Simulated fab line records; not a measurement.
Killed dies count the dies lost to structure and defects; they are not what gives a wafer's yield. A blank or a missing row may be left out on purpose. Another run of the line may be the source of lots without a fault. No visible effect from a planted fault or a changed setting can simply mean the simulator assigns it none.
Which tool did it? -- flow n5-finfet -- 72 wafers from 24 lots sampled at 4 of the route's 1938 steps

## WHAT THE GAUGES READ, wafer by wafer
N5_BEOL_M5_INSPECT_58: inspects for defects (darkfield).
lot,measured,on,raw-defect-count
L074,day 8 22:46,defect-inspect-02,102 78 106
L076,day 9 06:04,defect-inspect-01,127 83 111
L075,day 9 09:16,defect-inspect-02,97 105 101
L077,day 9 14:11,defect-inspect-01,56 35 70
L078,day 10 01:36,defect-inspect-01,88 92 68
L079,day 10 01:53,defect-inspect-01,92 82 68
L080,day 10 06:13,defect-inspect-02,92 94 60
L081,day 10 17:13,defect-inspect-02,86 104 83
L083,day 11 02:16,defect-inspect-02,47 46 65
L084,day 11 11:18,defect-inspect-01,64 85 65
L082,day 11 11:37,defect-inspect-01,103 84 97
L085,day 11 13:59,defect-inspect-02,76 77 80
L087,day 11 19:28,defect-inspect-01,77 84 88
L086,day 11 20:04,defect-inspect-02,82 56 66
L089,day 12 05:22,defect-inspect-01,102 70 57
L088,day 12 20:40,defect-inspect-02,61 58 52
L090,day 13 02:28,defect-inspect-01,88 78 113
L091,day 13 03:40,defect-inspect-02,76 94 131
L092,day 13 04:04,defect-inspect-01,78 100 90
L093,day 13 06:56,defect-inspect-02,88 76 57
L094,day 13 21:39,defect-inspect-02,44 33 54
L095,day 13 23:08,defect-inspect-02,64 70 115
L096,day 14 02:22,defect-inspect-02,132 116 100
L097,day 14 11:36,defect-inspect-01,62 50 55

N5_BEOL_M6_OVL_MEAS_12.
lot,measured,on,M6_OVL (nm)
L074,day 9 00:17,overlay-02,0.3 -0.8 2.0
L076,day 9 07:26,overlay-01,-0.1 0.4 -0.5
L075,day 9 10:55,overlay-01,2.1 1.9 0.3
L077,day 9 16:09,overlay-01,0.6 0.7 -0.4
L078,day 10 06:25,overlay-02,-0.6 -0.5 0.1
L079,day 10 06:14,overlay-01,0.4 -0.2 0.8
L080,day 10 08:29,overlay-01,1.2 1.6 1.6
L081,day 10 20:20,overlay-02,0.9 -0.6 0.3
L083,day 11 05:19,overlay-01,0.9 -0.1 0.9
L084,day 11 13:56,overlay-02,-0.1 -0.2 0.0
L082,day 11 14:06,overlay-01,-0.4 -0.8 -1.0
L085,day 11 19:04,overlay-02,0.3 -0.8 0.5
L087,day 11 22:37,overlay-02,0.2 -0.3 0.4
L086,day 11 22:47,overlay-01,0.0 0.0 -1.1
L089,day 12 07:22,overlay-02,0.5 -0.2 0.9
L088,day 12 21:55,overlay-02,-0.1 -0.2 -0.9
L090,day 13 04:09,overlay-02,2.1 1.1 2.0
L091,day 13 04:55,overlay-02,0.6 0.4 0.9
L092,day 13 06:48,overlay-01,1.1 0.0 1.3
L093,day 13 08:55,overlay-02,-0.7 0.9 -0.7
L094,day 14 00:07,overlay-02,0.5 1.6 1.1
L095,day 14 01:43,overlay-01,1.4 1.4 0.0
L096,day 14 05:07,overlay-02,-0.2 -0.2 0.1
L097,day 14 13:50,overlay-02,-0.1 0.1 1.1

## WHICH TOOL RAN EACH LOT (tool, then ch and the chambers of the sampled wafers, then the start)
lot,N5_BEOL_M5_PRE_CLEAN_45,N5_BEOL_M6_PECVD_70
L074,"pvd-sputter-01, day 8 16:34","pecvd-01 ch 1,2, day 8 23:26"
L076,"pvd-sputter-02, day 8 23:43","pecvd-01 ch 0,1,2, day 9 06:43"
L075,"pvd-sputter-01, day 9 02:42","pecvd-04 ch 0,2, day 9 09:55"
L077,"pvd-sputter-01, day 9 07:16","pecvd-01 ch 0,1,2, day 9 14:50"
L078,"pvd-sputter-01, day 9 19:30","pecvd-03 ch 0,1, day 10 02:49"
L079,"pvd-sputter-03, day 9 19:35","pecvd-03 ch 0,1, day 10 02:32"
L080,"pvd-sputter-01, day 10 00:10","pecvd-04 ch 1,2, day 10 06:53"
L081,"pvd-sputter-01, day 10 10:47","pecvd-01 ch 1,2, day 10 17:56"
L083,"pvd-sputter-02, day 10 20:17","pecvd-03 ch 1,2, day 11 02:55"
L084,"pvd-sputter-03, day 11 05:20","pecvd-04 ch 0,1,2, day 11 11:57"
L082,"pvd-sputter-03, day 11 05:36","pecvd-03 ch 0,2, day 11 12:16"
L085,"pvd-sputter-01, day 11 05:43","pecvd-03 ch 0,2, day 11 15:07"
L087,"pvd-sputter-03, day 11 13:17","pecvd-03 ch 0,1, day 11 20:09"
L086,"pvd-sputter-03, day 11 13:58","pecvd-01 ch 0,1,2, day 11 20:43"
L089,"pvd-sputter-03, day 11 22:58","pecvd-03 ch 0,1,2, day 12 06:01"
L088,"pvd-sputter-01, day 12 14:36","pecvd-01 ch 0,1,2, day 12 21:19"
L090,"pvd-sputter-02, day 12 20:14","pecvd-03 ch 0,1, day 13 03:08"
L091,"pvd-sputter-03, day 12 21:20","pecvd-01 ch 0,1,2, day 13 04:20"
L092,"pvd-sputter-03, day 12 21:57","pecvd-03 ch 0,1,2, day 13 04:43"
L093,"pvd-sputter-03, day 12 22:11","pecvd-04 ch 0,1,2, day 13 08:05"
L094,"pvd-sputter-02, day 13 15:39","pecvd-04 ch 0,1,2, day 13 22:22"
L095,"pvd-sputter-03, day 13 16:46","pecvd-03 ch 0,1,2, day 13 23:48"
L096,"pvd-sputter-03, day 13 18:50","pecvd-04 ch 0,1,2, day 14 03:01"
L097,"pvd-sputter-01, day 14 05:31","pecvd-01 ch 0,2, day 14 12:16"
- N5_BEOL_M5_PRE_CLEAN_45: time 30 s.
- N5_BEOL_M6_PECVD_70: deposits SiO2 from TEOS/O2, target thk 20 nm, time 22.7 s.

## AS READ BY THE TOOLS THEMSELVES (means over the sampled wafers that have a number; for cases with no such wafer, the mark the record gives instead)
N5_BEOL_M5_PRE_CLEAN_45.
lot,tool,heater-power-w (W)
L074,pvd-sputter-01,365
L076,pvd-sputter-02,346
L075,pvd-sputter-01,343
L077,pvd-sputter-01,356
L078,pvd-sputter-01,364
L079,pvd-sputter-03,345
L080,pvd-sputter-01,321
L081,pvd-sputter-01,372
L083,pvd-sputter-02,350
L084,pvd-sputter-03,340
L082,pvd-sputter-03,356
L085,pvd-sputter-01,360
L087,pvd-sputter-03,367
L086,pvd-sputter-03,351
L089,pvd-sputter-03,343
L088,pvd-sputter-01,364
L090,pvd-sputter-02,309
L091,pvd-sputter-03,345
L092,pvd-sputter-03,354
L093,pvd-sputter-03,355
L094,pvd-sputter-02,322
L095,pvd-sputter-03,354
L096,pvd-sputter-03,341
L097,pvd-sputter-01,361

N5_BEOL_M6_PECVD_70.
lot,tool,heater-power-w (W),showerhead-plenum-p-Torr (Torr),showerhead-vpp-V (V),throttle-valve-pct (%)
L074,pecvd-01,810,8.77,1354,20.4
L076,pecvd-01,625,8.79,1324,21.4
L075,pecvd-04,751,8.83,1338,22.0
L077,pecvd-01,706,8.79,1331,21.4
L078,pecvd-03,813,8.84,1320,22.5
L079,pecvd-03,784,8.82,1315,22.6
L080,pecvd-04,785,8.82,1326,21.9
L081,pecvd-01,774,8.75,1347,20.5
L083,pecvd-03,790,8.72,1309,21.0
L084,pecvd-04,744,8.83,1390,22.6
L082,pecvd-03,845,8.70,1332,20.9
L085,pecvd-03,795,8.77,1327,21.9
L087,pecvd-03,786,8.84,1317,22.9
L086,pecvd-01,686,8.79,1321,21.6
L089,pecvd-03,809,8.77,1318,21.8
L088,pecvd-01,688,8.80,1326,21.6
L090,pecvd-03,804,8.83,1317,22.7
L091,pecvd-01,721,8.79,1331,21.5
L092,pecvd-03,799,8.78,1321,22.0
L093,pecvd-04,711,8.83,1388,22.5
L094,pecvd-04,739,8.83,1401,22.6
L095,pecvd-03,779,8.77,1313,21.9
L096,pecvd-04,752,8.83,1382,22.5
L097,pecvd-01,609,8.83,1324,22.7

## THE ANSWER, worked out from the rows above alone
Rule: usual is defined by the lots themselves. Put in order of their means at a reading, lots are off if they are a third of the lots or fewer, leave a main group of 4 or more, and stand apart from it by a gap of 3 or more times the standard deviation of the main group's means; of several such gaps the widest counts. The tables above print the reading to a certain number of digits; a main group whose means all agree to those digits is not used. Also off: a lot with no number at a reading for which 4 or more lots have one. Any other lot the step has rows for is counted as sound. Order of review: gauges by route order, followed by the tools' own readings, for which a lot's mean as printed above is used. At the first step where some lot is off, the reading lying furthest off is the one used; lots without a number count as furthest.
No lot is off on any of the readings shown, so nothing can be concluded from this.

## WHAT WAS PUT IN BY THE SIMULATOR
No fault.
